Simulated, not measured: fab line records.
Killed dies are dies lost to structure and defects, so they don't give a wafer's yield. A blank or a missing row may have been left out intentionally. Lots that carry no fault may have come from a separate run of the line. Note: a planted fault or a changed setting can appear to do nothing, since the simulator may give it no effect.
Split-lot trial	flow n5Finfet	39 wafers read across 7 lots, on a route 1938 steps long

## SPLIT DETAILS
At N5_DUMMY_GATE_ETCH_32 (etches SiO2 in CF4, target depth 3.5 nm, time 3.9 s), the setting timeS was moved away from the recipe's 3.9 s on 15 of the 39 wafers read, by -15.9% to +21.9%. All remaining wafers had this setting at the recipe value.

The reading comes from the split's own step.

## THE READING
etch.depthNm (the simulator's own value, which no gauge read), in nm, at N5_DUMMY_GATE_ETCH_32 (etches SiO2 in CF4, target depth 3.5 nm, time 3.9 s). No usual value for it is given in the file. Here, 24 wafers ran the recipe; their average is 3.520 nm with a standard deviation of 0.037 nm.

wafer	tool, chamber at the split	timeS as run, s	against the recipe	etch.depthNm, nm	against lot-mates on the recipe
L075.1	rieSi-04, 0	3.9	recipe	3.471	-
L075.2	rieSi-04, 3	3.9	recipe	3.493	-
L075.4	rieSi-04, 1	3.9	recipe	3.557	-
L078.1	rieSi-05, 1	4.656	+19.4%	4.199	+0.668
L078.2	rieSi-05, 3	3.9	recipe	3.553	-
L078.3	rieSi-05, 2,1	4.656	+19.4%	4.2	+0.669
L078.5	rieSi-05, 2,1	4.656	+19.4%	4.2	+0.669
L078.4	rieSi-05, 0	3.9	recipe	3.523	-
L078.6	rieSi-05, 0	3.9	recipe	3.517	-
L080.1	rieSi-05, 2	4.754	+21.9%	4.242	+0.764
L080.2	rieSi-05, 3	3.9	recipe	3.497	-
L080.3	rieSi-05, 1	3.9	recipe	3.454	-
L080.4	rieSi-05, 0	4.754	+21.9%	4.27	+0.792
L080.5	rieSi-05, 0	3.9	recipe	3.483	-
L080.6	rieSi-05, 1	4.754	+21.9%	4.244	+0.766
L082.1	rieSi-05, 0	3.9	recipe	3.5	-
L082.2	rieSi-05, 1	4.268	+9.4%	3.848	+0.324
L082.3	rieSi-05, 3	3.9	recipe	3.536	-
L082.4	rieSi-05, 2	3.9	recipe	3.535	-
L082.5	rieSi-05, 3	4.268	+9.4%	3.859	+0.335
L082.6	rieSi-05, 2	4.268	+9.4%	3.864	+0.340
L089.1	rieSi-05, 1	3.9	recipe	3.505	-
L089.6	rieSi-05, 1	3.9	recipe	3.505	-
L089.2	rieSi-05, 0	3.279	-15.9%	2.936	-0.572
L089.3	rieSi-05, 2	3.279	-15.9%	2.958	-0.550
L089.4	rieSi-05, 3	3.279	-15.9%	2.96	-0.548
L089.5	rieSi-05, 0	3.9	recipe	3.513	-
L090.1	rieSi-04, 3	3.9	recipe	3.479	-
L090.2	rieSi-04, 1	3.9	recipe	3.589	-
L090.3	rieSi-04, 2	3.9	recipe	3.56	-
L090.4	rieSi-04, 0	3.9	recipe	3.517	-
L090.5	rieSi-04, 3	3.9	recipe	3.496	-
L090.6	rieSi-04, 2	3.9	recipe	3.618	-
L092.1	rieSi-06, 0	4.363	+11.9%	3.932	+0.408
L092.2	rieSi-06, 2	4.363	+11.9%	3.936	+0.412
L092.3	rieSi-06, 3	4.363	+11.9%	3.946	+0.422
L092.4	rieSi-06, 1	3.9	recipe	3.549	-
L092.5	rieSi-06, 1	3.9	recipe	3.53	-
L092.6	rieSi-06, 0	3.9	recipe	3.494	-
The file does not say which wafer passed through which chamber wherever a row lists several chambers: such a row stands for several wafers.

FIT RESULTS
A straight line over all 39 wafers: etch.depthNm changes by +0.0347 nm for each +1% of timeS; r = +1.00; the points scatter about the line by 0.032 nm.
The same after taking each lot's own level away (the mean of its wafers on the recipe; 39 wafers): +0.035 nm for each +1%; r = +1.00; scatter 0.026 nm.
Per that fit: largest timeS move, reading shift of 0.77 nm.
Across the lots, their own levels run from 3.4780 to 3.5432 nm, a range of 1.8 times the standard deviation given above.
The two slopes are in agreement: the lot-to-lot level therefore moves the slope only a little.
Check: +0.766 nm against its lot-mates is what the line predicts for one of the wafers moved furthest among these (+21.9%) when that wafer is left out of the fit. Against them it came out at +0.764 nm.

## FILE'S OWN FIT
etch.depthNm changes by +0.035 nm for each +1% of timeS, r = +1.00.
